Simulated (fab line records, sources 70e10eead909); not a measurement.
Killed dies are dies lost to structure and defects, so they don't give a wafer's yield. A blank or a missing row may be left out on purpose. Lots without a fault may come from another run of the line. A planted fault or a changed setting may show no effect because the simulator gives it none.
Chamber matching | flow nand_harc | NHARC_A_M1_DEP_33 on pecvd-01: 3 sister chambers
The step deposits SiCN, target thk 30 nm. 18 wafers are shown with their chamber, then 9 later ones without.

WAFERS WITH THEIR CHAMBER
wafer  | chamber | heater_power_w (W) | rf_fwd_power_W (W)
L074.1 | 2       | 696                | 449.7
L074.3 | 1       | 659                | 447.6
L074.6 | 2       | 703                | 449.5
L075.2 | 0       | 466                | 447.6
L075.3 | 2       | 685                | 448.9
L075.4 | 2       | 692                | 448.1
L080.1 | 2       | 723                | 450.9
L080.2 | 0       | 543                | 449.6
L080.5 | 0       | 529                | 448.9
L081.1 | 2       | 751                | 449.7
L081.2 | 0       | 526                | 447.6
L081.5 | 1       | 654                | 450.9
L083.2 | 1       | 752                | 448.8
L083.3 | 2       | 700                | 449.3
L083.6 | 2       | 708                | 448.5
L094.2 | 0       | 486                | 449.5
L094.5 | 1       | 648                | 450.1
L094.6 | 2       | 747                | 452.4

SIGNATURES (means of the wafers above)
reading        | chamber 0 | chamber 1 | chamber 2 | scatter within a chamber
heater_power_w | 510.00    | 678.25    | 711.67    | 32.7
rf_fwd_power_W | 448.640   | 449.350   | 449.667   | 1.26
Rule: a wafer's distance from a chamber is the root of the sum, over the readings, of the square of ((its reading less the chamber's mean) divided by the reading's scatter). The wafer belongs to the nearest chamber; if the next one is less than 2 further off, it can't be placed. The scatter: the root of (the sum of the squares of (reading less its chamber's mean) over the shown wafers, divided by (wafers less chambers)).

WAFERS WITHOUT THEIR CHAMBER
wafer  | heater_power_w (W) | rf_fwd_power_W (W)
L096.1 | 676                | 451.1
L096.5 | 634                | 448.1
L096.6 | 688                | 448.8
L093.1 | 710                | 450.4
L093.5 | 709                | 451.3
L093.6 | 603                | 449.0
L097.1 | 638                | 449.9
L097.2 | 600                | 451.5
L097.6 | 543                | 449.4

WHICH CHAMBER EACH WENT THROUGH
wafer  | from the rows above          | in truth
L096.1 | can't be placed: 1 or 2      | 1
L096.5 | can't be placed: 1 or 2      | 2
L096.6 | can't be placed: 1 or 2      | 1
L093.1 | can't be placed: 2 or 1      | 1
L093.5 | can't be placed: 2 or 1      | 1
L093.6 | can't be placed: 1 or 0 or 2 | 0
L097.1 | can't be placed: 1 or 2      | 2
L097.2 | can't be placed: 1 or 0 or 2 | 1
L097.6 | 0                            | 0
Placed correctly: 1 of 9. Can't be placed from these rows: 8 (the true chamber is among the candidates in 8). Placed wrongly: 0.
